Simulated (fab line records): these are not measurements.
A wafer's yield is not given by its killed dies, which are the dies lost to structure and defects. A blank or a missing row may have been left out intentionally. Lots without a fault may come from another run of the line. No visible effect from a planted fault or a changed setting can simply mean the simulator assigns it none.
fab line records | flow n5Finfet
record: lots: 6 wafers: 18 lastDay: 17
route steps=1938 shown BEOL_M8@1389 BEOL_M9@1401 PASSIVATION@1936
lots that met no fault: taken from a fault-free run of the same line
startH: the number of hours between the record's first day and the start of the first shown wafer of the lot | waitH: how many hours have passed since the lot's step before this one | " the same as in the row above | L1.1+2: one row covering several wafers at once | - no value, or no start given | * or withheld: withheld | < > ~ a bound
route shown NAME@n: names a module that has steps shown in the file, with the first one's number in the route | usual: mean/standard deviation of fault-free wafers | same: alike in all rows | chamber/n: place in a boat | sites: each site's reading | _std_site: the standard deviation of these | _edge_site: mean of outer sites minus mean of inner sites | radiusMm: for every site, how far away it sits from the centre of the wafer | mask NAME#n: copy n | behind: the most recent tool/chamber to have shaped the wafer | hold: why the lot went on hold/how many hours it stayed there/how the hold came to an end | device: which transistor (n, p or np) failed to switch | end of line: tests run on the same wafers once the route is complete | where a step has no rows: the recipe by itself | killed: not the wafer's yield, but the dies lost to structure and defects at the first sort | map: a wafer's dies, marking killed ones x, the rest . and places with no die _
set.NAME: the run value of the setting; set.NAME@STEP: its run value at that earlier step | model.NAME: the simulator's own value behind a step, which no gauge read
certain route steps with their lots: each step a table, each wafer a row
services: when a tool's chamber went out of use (startH, in hours from the record's first day, below 0 if earlier), for how many hours, and the reason
== steps ==
step: N5_BEOL_M8_ALD_77
recipe: material: TaN targetThkA: 20 tempC: 275 aldPrecursorFamily: PDMAT aldCoReactant: NH3 pressureTorr: 3 carrierFlowSccm: 1500 pulseTimeS: 2 purgeTimeS: 3 coReactantPurgeTimeS: 2 coReactantPulseTimeS: 3 aldCycles: 40 precursorVesselTempC: 75 precursorVesselPressureTorr: 26.25 precursorVesselCarrierSccm: 1000
usual: heaterPowerW: 417/40
same: coReactantPulseTimeS: 3
columns lot.wafer tool chamber startH waitH heaterPowerW sinceWetCleanH
L310.4 aldMetal-02 2 227.72 0.3 345 1429
L310.5 " 3 " " 447 -
L310.6 " 2 " " 339 -
L313.1 aldMetal-02 0 253.37 0.0 441 1455
L313.4 " 2 " " 351 1455
L313.6 " 0 " " 441 -
L320.4 aldMetal-02 1 289.27 0.1 436 1491
L320.5 " 0 " " 431 -
L320.6 " 3 " " 440 -
L321.4 aldMetal-02 2 291.58 0.1 344 1493
L321.5 " 2 " " 344 -
L321.6 " 1 " " 440 -
L326.2 aldMetal-02 2 330.35 0.0 343 1532
L326.5 " 1 " " 441 -
L326.6 " 0 " " 437 -
L328.1 aldMetal-03 1 344.97 0.0 442 4623
L328.2 " 3 " " 469 4623
L328.4 " 2 " " 445 4623
step: N5_BEOL_M8_SURFACE_TREAT_79
recipe: gas: Ar timeS: * ionEnergyEv: * ionCurrentMaCm2: 0.5 pressureMtorr: * arFlowSccm: 30
step: N5_BEOL_M8_CVD_78
recipe: material: Co targetThkA: 20 tempC: withheld precursor: CCTBA/H2 pressureTorr: 30 timeS: 142.3
step: N5_BEOL_M8_SPUTTER_48
recipe: material: Cu targetThkA: 100 tempC: -20 biasV: 60 powerW: 26000 chamberPressurePa: 0.13 timeS: 1.667
step: N5_BEOL_M8_ECD_50
recipe: material: Cu targetThkA: 3000
step: N5_BEOL_M8_ANNEAL_51
recipe: tempC: 225 timeS: 90 ambient: N2
usual: annealTempC: 224.96/0.19 wafer_temp_C_max: 225.69/0.22
columns lot.wafer tool chamber startH waitH annealTempC wafer_temp_C_max
L310.4 rtpAnneal-01 0 229.80 0.2 224.92 225.68
L310.5 " 0 " " 224.86 225.49
L310.6 " 0 " " 224.69 225.54
L313.1 rtpAnneal-01 0 254.58 0.1 224.84 225.43
L313.4 " 0 " " 225.19 225.59
L313.6 " 0 " " 225.06 225.57
L320.4 rtpAnneal-02 0 291.78 1.7 224.88 226.00
L320.5 " 0 " " 224.78 225.83
L320.6 " 0 " " 225.03 225.90
L321.4 rtpAnneal-02 0 292.44 0.2 224.91 225.56
L321.5 " 0 " " 225.17 225.74
L321.6 " 0 " " 225.20 225.70
L326.2 rtpAnneal-02 0 331.15 0.1 224.82 225.94
L326.5 " 0 " " 224.73 225.92
L326.6 " 0 " " 225.18 225.64
L328.1 rtpAnneal-02 0 346.06 0.1 225.02 226.04
L328.2 " 0 " " 225.30 226.14
L328.4 " 0 " " 224.99 226.24
step: N5_BEOL_M8_CMP_52
recipe: stopOn: SiCOH_lowk tOverpolishS: 6.9 downForcePsi: 1 platenRpm: 50 clearingPlatenDownForcePsi: 1.5 clearingPlatenRpm: 50 postCmpClean: cuAlkaline targetThkNm: 80 clearingPlatenPadVelocityMS: 0.99484 padVelocityMS: 0.99484
usual: barrierFieldEndpointS: 28.8/0.93 headPressurePsi: 1.0000/0.0022 motorCurrentA: 6.0/0.69 overpolishRunS: 6.901/0.0089 retainingRingPressureFrac: 1.000/0.0049 timeToEndpointS: 62/4.2
columns lot.wafer tool chamber startH waitH barrierFieldEndpointS headPressurePsi motorCurrentA overpolishRunS retainingRingPressureFrac timeToEndpointS
L310.4 cmp-04 1 230.16 0.3 28.6 0.9988 7.0 6.913 0.996 60
L310.5 " 3 " " 29.3 1.0019 6.5 6.889 1.002 64
L310.6 " 0 " " 30.1 1.0011 6.3 6.909 0.993 66
L313.4 cmp-04 3 254.88 0.1 28.0 0.9987 6.6 6.883 1.002 59
L313.1 " 2 " " 27.7 1.0016 5.8 6.902 0.997 61
L313.6 " 0 " " 28.1 1.0012 6.3 6.907 0.996 57
L320.4 cmp-03 1 292.03 0.2 29.8 0.9972 6.0 6.895 0.992 66
L320.6 " 3 " " 29.2 1.0002 5.2 6.917 0.989 64
L320.5 " 0 " " 27.9 1.0011 5.5 6.913 0.995 59
L321.4 cmp-01 2 292.62 0.1 29.6 0.9993 4.8 6.884 0.994 61
L321.6 " 2 " " 29.0 0.9991 5.0 6.901 1.001 59
L321.5 " 3 " " 29.0 1.0002 6.4 6.905 0.999 60
L326.2 cmp-03 3 331.44 0.2 29.0 1.0000 5.2 6.905 1.008 63
L326.5 " 2 " " 29.8 1.0027 7.0 6.898 1.008 67
L326.6 " 3 " " 29.0 0.9979 4.9 6.902 1.003 65
L328.1 cmp-03 0 346.35 0.3 26.7 1.0000 5.2 6.895 0.999 55
L328.2 " 2 " " 28.2 1.0004 6.9 6.919 1.004 64
L328.4 " 3 " " 27.9 0.9982 5.0 6.896 1.005 60
step: N5_BEOL_M8_THK_MEAS_53
recipe: thkMeasGauge: xrf reads: Cu_of_BEOL_M8_ECD_50
usual: M8_THK: 79.2/2.3
columns lot.wafer tool chamber startH waitH M8_THK[nm]
L310.4 filmMetro-01 - 230.38 - 78.1
L310.5 " - " " 77.9
L310.6 " - " " 80.3
L313.1 filmMetro-01 - 255.17 - 78.8
L313.4 " - " " 79.0
L313.6 " - " " 80.7
L320.4 filmMetro-01 - 292.25 - 78.4
L320.5 " - " " 77.1
L320.6 " - " " 76.7
L321.4 filmMetro-01 - 292.92 - 78.4
L321.5 " - " " 78.5
L321.6 " - " " 77.4
L326.2 filmMetro-02 - 331.69 - 78.3
L326.5 " - " " 79.9
L326.6 " - " " 79.4
L328.1 filmMetro-01 - 346.65 - 76.6
L328.2 " - " " 79.4
L328.4 " - " " 79.1
step: N5_BEOL_M8_PRE_CLEAN_55
recipe: gas: NH3 timeS: 15 tempC: withheld rfPowerW: 300
step: N5_BEOL_M8_DEP_56
recipe: material: SiCN targetThkA: 100 tempC: withheld precursor: 3MS/NH3 pressureTorr: 3 rfW: 202 timeS: 17.5
usual: showerheadPlenumPTorr: 3.662/0.016 throttleValvePct: 8.9/0.35
columns lot.wafer tool chamber startH waitH showerheadPlenumPTorr sinceWetCleanH throttleValvePct
L310.4 pecvd-04 1 230.47 0.0 3.662 - 9.3
L310.5 " 1 " " 3.674 - 9.4
L310.6 " 2 " " 3.678 - 8.8
L313.1 pecvd-01 2 255.23 0.0 3.649 386 9.0
L313.4 " 2 " " 3.651 - 9.0
L313.6 " 1 " " 3.640 - 8.7
L320.4 pecvd-01 1 292.33 0.0 3.649 - 8.8
L320.5 " 0 " " 3.690 - 9.2
L320.6 " 2 " " 3.639 - 8.8
L321.4 pecvd-02 2 292.99 0.0 3.670 - 8.5
L321.5 " 0 " " 3.666 - 7.5
L321.6 " 1 " " 3.675 - 9.2
L326.2 pecvd-02 2 331.76 0.0 3.665 628 8.7
L326.5 " 1 " " 3.676 - 9.1
L326.6 " 2 " " 3.663 - 8.4
L328.1 pecvd-04 2 346.71 0.0 3.674 297 8.7
L328.2 " 1 " " 3.663 1776 9.3
L328.4 " 0 " " 3.676 - 9.3
step: N5_BEOL_M8_RS_MEAS_57
recipe: thkMeasGauge: four-point-probe reads: Cu_of_BEOL_M8_ECD_50+Co_of_BEOL_M8_CVD_78+TaN_of_BEOL_M8_ALD_77
usual: M8_RS: 0.287/0.009
columns lot.wafer tool chamber startH waitH M8_RS[ohm/sq]
L310.4 filmMetro-02 - 230.54 0.1 0.289
L310.5 " - " " 0.289
L310.6 " - " " 0.282
L313.1 filmMetro-02 - 255.30 0.1 0.288
L313.4 " - " " 0.289
L313.6 " - " " 0.281
L320.4 filmMetro-02 - 292.40 0.0 0.290
L320.5 " - " " 0.294
L320.6 " - " " 0.299
L321.4 filmMetro-01 - 293.05 0.0 0.293
L321.5 " - " " 0.292
L321.6 " - " " 0.296
L326.2 filmMetro-01 - 331.83 0.1 0.295
L326.5 " - " " 0.288
L326.6 " - " " 0.291
L328.1 filmMetro-01 - 346.78 0.1 0.296
L328.2 " - " " 0.285
L328.4 " - " " 0.287
step: N5_BEOL_M8_INSPECT_58
recipe: inspectInstrument: darkfield mode: postDep
usual: rawDefectCount: 74/24
columns lot.wafer tool chamber startH waitH rawDefectCount
L310.4 defectInspect-01 - 230.57 0.0 50
L310.5 " - " " 89
L310.6 " - " " 82
L313.1 defectInspect-01 - 255.33 0.0 115
L313.4 " - " " 159
L313.6 " - " " 120
L320.4 defectInspect-02 - 292.42 0.0 66
L320.5 " - " " 69
L320.6 " - " " 48
L321.4 defectInspect-02 - 293.07 0.0 50
L321.5 " - " " 80
L321.6 " - " " 70
L326.2 defectInspect-02 - 331.85 0.0 90
L326.5 " - " " 80
L326.6 " - " " 81
L328.1 defectInspect-01 - 346.81 0.0 71
L328.2 " - " " 61
L328.4 " - " " 62
step: N5_BEOL_M9_ILD_DEP_00
recipe: material: SiCOH_lowk targetThkA: 3085.1 tempC: 300 precursor: DEMS/porogen pressureTorr: 5 rfW: 500 timeS: 58
usual: heaterPowerW: 300/35 showerheadPlenumPTorr: 5.734/0.017 susceptorTempC: 300.02/0.18 throttleValvePct: 13.4/0.97
columns lot.wafer tool chamber startH waitH heaterPowerW showerheadPlenumPTorr sinceWetCleanH susceptorTempC throttleValvePct
L310.4 pecvd-01 2 230.63 0.1 356 5.720 - 300.04 13.9
L310.5 " 1 " " 320 5.714 - 300.05 13.3
L310.6 " 0 " " 269 5.750 - 300.41 13.7
L313.1 pecvd-02 1 255.37 0.0 288 5.757 2047 299.92 13.8
L313.4 " 1 " " 289 5.761 - 299.77 14.1
L313.6 " 2 " " 359 5.747 - 300.16 13.1
L320.4 pecvd-02 1 292.49 0.1 253 5.752 - 302.24 14.1
L320.5 " 0 " " 299 5.732 - 302.06 11.8
L320.6 " 2 " " 364 5.748 - 302.17 13.0
L321.4 pecvd-02 1 293.14 0.1 288 5.738 - 302.23 14.1
L321.5 " 0 " " 290 5.729 - 302.22 11.9
L321.6 " 2 " " 346 5.731 - 302.51 12.8
L326.2 pecvd-03 0 331.89 0.0 284 5.711 232 300.14 12.6
L326.5 " 0 " " 298 5.705 - 300.22 12.3
L326.6 " 1 " " 282 5.726 - 299.67 15.1
L328.1 pecvd-01 0 346.84 0.0 310 5.755 1232 300.19 14.0
L328.2 " 1 " " 323 5.725 1957 299.79 13.5
L328.4 " 0 " " 242 5.750 - 299.94 13.6
step: N5_BEOL_M9_CURE_71
recipe: tempC: 385 timeS: 240 ambient: He/Ar material: SiCOH_lowk
usual: lampPowerPct: 52.31/0.054 wafer_temp_C_max: 387.1/0.79
columns lot.wafer tool chamber startH waitH lampPowerPct wafer_temp_C_max
L310.4 uvCure-01 1 230.92 0.3 52.33 386.1
L310.5 " 1 " " 52.37 385.9
L310.6 " 1 " " 52.24 385.8
L313.1 uvCure-03 0 255.69 0.3 52.39 387.5
L313.4 " 0 " " 52.33 387.1
L313.6 " 0 " " 52.30 387.1
L320.4 uvCure-02 1 292.78 0.3 52.34 388.1
L320.5 " 1 " " 52.29 388.9
L320.6 " 1 " " 52.39 387.8
L321.4 uvCure-03 2 293.66 0.5 52.31 387.3
L321.5 " 2 " " 52.22 387.3
L321.6 " 2 " " 52.36 387.2
L326.2 uvCure-02 0 332.07 0.2 52.23 387.1
L326.5 " 0 " " 52.34 387.2
L326.6 " 0 " " 52.30 386.4
L328.1 uvCure-02 2 346.95 0.1 52.32 387.2
L328.2 " 2 " " 52.32 388.7
L328.4 " 2 " " 52.29 387.7
step: N5_PASSIVATION_PROBE_49
usual: defectLimitedYield: 91.0/1.4 killed_at_M0_to_M3: 36/11 killed_at_M4_up: 13/5.4 killedAtContacts: 12/6.4 killedAtFrontEnd: 41/13 killedAtOther: 2.9/2.3 killedDies: 106/17 killedOpen: 70/12 killedShort: 34/8.4 sort_bin_4_leakage: 0.01/0.057 sort_bin_5_function: 5.2/1 sort_bin_6_memory: 3.4/0.63 sortNPass: 1074/18 sortYieldPct: 91.0/1.6
same: grossDies: 1180 killedAtBackSide: 0 sort_bin_8_speed[%]: 0
columns lot.wafer tool chamber startH waitH defectLimitedYield[%] killed_at_M0_to_M3 killed_at_M4_up killedAtContacts killedAtFrontEnd killedAtOther killedDies killedOpen killedShort sort_bin_4_leakage[%] sort_bin_5_function[%] sort_bin_6_memory[%] sortNPass sortYieldPct[%]
L310.4 prober-02 - 297.68 0.2 89.8 33 18 7 59 3 120 75 45 0 5.3 4.5 1060 89.8
L310.5 prober-02 - 297.73 0.2 89.7 36 9 6 65 5 121 72 49 0 6.1 3.9 1059 89.7
L310.6 prober-02 - 297.78 0.3 88.3 46 6 10 76 0 138 82 49 0 7.0 3.6 1042 88.3
L313.1 prober-02 - 319.28 0.0 91.4 45 14 8 30 5 102 69 33 0 4.9 3.5 1078 91.4
L313.4 prober-02 - 319.43 0.2 89.1 43 10 10 63 3 129 85 44 0 6.4 4.2 1051 89.1
L313.6 prober-02 - 319.53 0.3 88.7 44 11 7 67 4 133 93 40 0 7.5 3.5 1047 88.7
L321.5 prober-01 - 356.02 0.2 89.3 42 18 16 50 0 126 84 36 0 6.1 3.7 1054 89.3
L321.6 prober-01 - 356.07 0.3 90.6 27 15 5 63 1 111 83 26 0 5.4 3.6 1069 90.6
L320.4 prober-01 - 360.15 0.2 91.7 31 7 13 47 0 98 62 35 0.68 4.2 3.8 1074 91.0
L320.5 prober-01 - 360.20 0.2 91.1 36 13 10 46 0 105 70 32 0 5.3 3.2 1075 91.1
L320.6 prober-01 - 360.25 0.3 91.9 43 9 8 35 1 96 70 19 0 4.2 3.2 1084 91.9
L326.2 prober-02 - 395.41 0.1 88.9 38 12 4 70 7 131 87 42 0 7.0 3.8 1049 88.9
L326.5 prober-02 - 395.56 0.2 90.4 26 28 6 48 5 113 74 35 0 5.8 3.1 1067 90.4
L326.6 prober-02 - 395.61 0.3 92.4 29 14 12 33 2 90 63 26 0 4.0 3.4 1090 92.4
L328.1 prober-02 - 418.30 0.0 89.8 44 28 12 30 6 120 82 35 0 5.3 4.3 1060 89.8
L328.2 prober-02 - 418.35 0.1 91.0 57 19 3 26 1 106 72 31 0 4.9 3.8 1074 91.0
L328.4 prober-02 - 418.45 0.2 91.4 49 14 8 29 1 101 69 29 0 4.8 3.5 1079 91.4
killed by level:class
L310.4 STI_FIN_REVEAL:geometricParticle:open=16 FIN_SAQP:geometricParticle:short=9 BEOL_M3:geometricParticle:open=9 FIN_SAQP:geometricParticle:open=8 BEOL_M0_SAQP:geometricParticle:open=8 BEOL_M0_SAQP:geometricParticle:short=7 STI_FIN_REVEAL:geometricParticle:short=6 GATE_CUT:geometricParticle:short=6
L310.5 STI_FIN_REVEAL:geometricParticle:open=15 FIN_SAQP:geometricParticle:short=14 BEOL_M0_SAQP:geometricParticle:short=12 FIN_SAQP:geometricParticle:open=9 BEOL_M3:geometricParticle:open=9 BEOL_M0_SAQP:geometricParticle:open=7 MOL_CONTACT_COAG:geometricParticle:open=6 GATE_CUT:geometricParticle:short=5
L310.6 FIN_SAQP:geometricParticle:short=20 MOL_CONTACT_COAG:geometricParticle:open=10 STI_FIN_REVEAL:geometricParticle:open=10 BEOL_M0_SAQP:geometricParticle:open=10 FIN_SAQP:geometricParticle:open=9 BEOL_M1:geometricParticle:open=9 BEOL_M0_SAQP:geometricParticle:short=8 BEOL_M2:geometricParticle:open=7
L313.1 BEOL_M1:geometricParticle:open=17 STI_FIN_REVEAL:geometricParticle:open=8 BEOL_M0_SAQP:geometricParticle:open=6 BEOL_M0:geometricParticle:open=6 FIN_SAQP:geometricParticle:short=5 MOL_CONTACT_COAG:geometricParticle:open=5 BEOL_M2:geometricParticle:open=5 GATE_CUT:geometricParticle:short=4
L313.4 STI_FIN_REVEAL:geometricParticle:open=18 FIN_SAQP:geometricParticle:short=14 BEOL_M0:geometricParticle:open=10 BEOL_M1:geometricParticle:short=9 BEOL_M1:geometricParticle:open=9 MOL_CONTACT_COAG:geometricParticle:open=8 BEOL_M0_SAQP:geometricParticle:open=7 GATE_CUT:geometricParticle:short=6
L313.6 STI_FIN_REVEAL:geometricParticle:open=32 BEOL_M1:geometricParticle:open=11 STI_FIN_REVEAL:geometricParticle:short=10 FIN_SAQP:geometricParticle:short=8 BEOL_M0:geometricParticle:open=8 BEOL_M3:geometricParticle:open=7 MOL_CONTACT_COAG:geometricParticle:open=5 FIN_SAQP:geometricParticle:open=4
L321.5 FIN_SAQP:geometricParticle:open=13 MOL_CONTACT_COAG:geometricParticle:open=13 BEOL_M0_SAQP:geometricParticle:open=11 BEOL_M4:geometricParticle:open=9 FIN_SAQP:geometricParticle:short=8 BEOL_M3:geometricParticle:open=8 STI_FIN_REVEAL:geometricParticle:open=7 BEOL_M1:geometricParticle:open=7
L321.6 FIN_SAQP:geometricParticle:open=39 FIN_SAQP:geometricParticle:short=9 BEOL_M4:geometricParticle:open=6 BEOL_M1:geometricParticle:open=6 DUMMY_GATE:geometricParticle:open=5 MOL_CONTACT_COAG:geometricParticle:open=4 BEOL_M8:geometricParticle:open=4 BEOL_M0_SAQP:geometricParticle:short=4
L320.4 FIN_SAQP:geometricParticle:short=14 MOL_CONTACT_COAG:geometricParticle:open=11 FIN_SAQP:geometricParticle:open=9 STI_FIN_REVEAL:geometricParticle:open=9 BEOL_M2:geometricParticle:open=7 STI_FIN_REVEAL:geometricParticle:short=6 BEOL_M3:geometricParticle:open=6 BEOL_M4:geometricParticle:open=5
L320.5 FIN_SAQP:geometricParticle:open=12 FIN_SAQP:geometricParticle:short=11 BEOL_M3:geometricParticle:open=8 MOL_CONTACT_COAG:geometricParticle:open=8 BEOL_M0_SAQP:geometricParticle:open=7 STI_FIN_REVEAL:geometricParticle:open=5 BEOL_M1:geometricParticle:open=5 DUMMY_GATE:geometricParticle:open=4
L320.6 BEOL_M3:geometricParticle:open=12 STI_FIN_REVEAL:geometricParticle:open=8 FIN_SAQP:geometricParticle:open=7 MOL_CONTACT_COAG:geometricParticle:open=7 BEOL_M0_SAQP:geometricParticle:open=7 BEOL_M2:geometricParticle:open=6 BEOL_M0_SAQP:geometricParticle:short=5 BEOL_M1:geometricParticle:open=5
L326.2 STI_FIN_REVEAL:geometricParticle:open=18 FIN_SAQP:geometricParticle:open=15 FIN_SAQP:geometricParticle:short=15 BEOL_M3:geometricParticle:open=10 BEOL_M2:geometricParticle:open=9 BEOL_M1:geometricParticle:short=6 STARTING-WAFER:geometricParticle:open=5 STI_FIN_REVEAL:geometricParticle:short=4
L326.5 STI_FIN_REVEAL:geometricParticle:open=20 BEOL_M4:geometricParticle:open=18 BEOL_M3:geometricParticle:short=8 BEOL_M3:geometricParticle:open=6 FIN_SAQP:geometricParticle:open=5 STI_FIN_REVEAL:geometricParticle:short=5 BEOL_M2:geometricParticle:open=5 FIN_SAQP:geometricParticle:short=4
L326.6 STI_FIN_REVEAL:geometricParticle:open=13 MOL_CONTACT_COAG:geometricParticle:open=9 BEOL_M4:geometricParticle:open=7 BEOL_M3:geometricParticle:open=6 FIN_SAQP:geometricParticle:open=5 BEOL_M0_SAQP:geometricParticle:open=5 FIN_SAQP:geometricParticle:short=4 BEOL_M1:geometricParticle:open=4
L328.1 BEOL_M4:geometricParticle:open=17 MOL_CONTACT_COAG:geometricParticle:open=11 BEOL_M1:geometricParticle:open=11 FIN_SAQP:geometricParticle:open=8 BEOL_M0:geometricParticle:open=7 BEOL_M0_SAQP:geometricParticle:open=6 BEOL_M0_SAQP:geometricParticle:short=5 BEOL_M2:geometricParticle:short=5
L328.2 BEOL_M2:geometricParticle:open=17 FIN_SAQP:geometricParticle:open=9 BEOL_M1:geometricParticle:open=9 BEOL_M0_SAQP:geometricParticle:open=8 BEOL_M0_SAQP:geometricParticle:short=7 FIN_SAQP:geometricParticle:short=4 BEOL_M0:geometricParticle:open=4 BEOL_M2:geometricParticle:short=4
L328.4 BEOL_M0_SAQP:geometricParticle:short=11 BEOL_M0_SAQP:geometricParticle:open=9 MOL_CONTACT_COAG:geometricParticle:open=8 BEOL_M1:geometricParticle:open=8 STI_FIN_REVEAL:geometricParticle:open=6 FIN_SAQP:geometricParticle:open=5 BEOL_M0:geometricParticle:open=5 BEOL_M2:geometricParticle:open=5
== services ==
columns tool chamber startH hours kind
aldMetal-02 - 213.01 0.8 repair
pecvd-04 0 225.92 13.6 repair
uvCure-02 - 233.43 1.6 repair
cmp-01 - 234.30 2.1 repair
uvCure-02 - 236.00 6.0 pm
pecvd-04 - 236.58 14.6 pm
cmp-03 - 242.22 1.0 repair
pecvd-01 0 242.40 11.1 repair
pecvd-02 - 251.82 2.8 pm
uvCure-01 - 251.99 0.3 repair
pecvd-02 0 255.27 3.5 repair
uvCure-01 - 256.93 2.1 pm
pecvd-03 0 257.05 18.5 repair
aldMetal-03 1 260.66 2.5 repair
pecvd-01 - 267.73 1.8 repair
aldMetal-02 3 273.49 3.3 repair
aldMetal-03 1 280.11 11.8 repair
uvCure-02 - 300.46 2.9 repair
aldMetal-02 - 304.85 2.8 pm
cmp-01 - 310.03 2.4 repair
pecvd-04 0 314.72 4.0 repair
uvCure-03 - 319.62 6.0 pm
aldMetal-02 3 319.89 4.7 repair
cmp-04 - 329.05 4.0 pm
== key ==
firstSign: step: N5_BEOL_M9_ILD_DEP_00 reading: susceptorTempC direction: up sigmas: 12 usual: * struck: *
effect none on later readings
metAt N5_BEOL_M9_ILD_DEP_00
struckWafers L320.4,L320.5,L320.6,L321.4,L321.5,L321.6
onsetBetween 255.37 292.49
fault: kind: processParameterDrift tool: pecvd-02 chamber: - onsetH: 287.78 steps: N5_BEOL_M9_ILD_DEP_00 channel: tempC offset: * shape: step endH: 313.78 actsIn: * stated: *
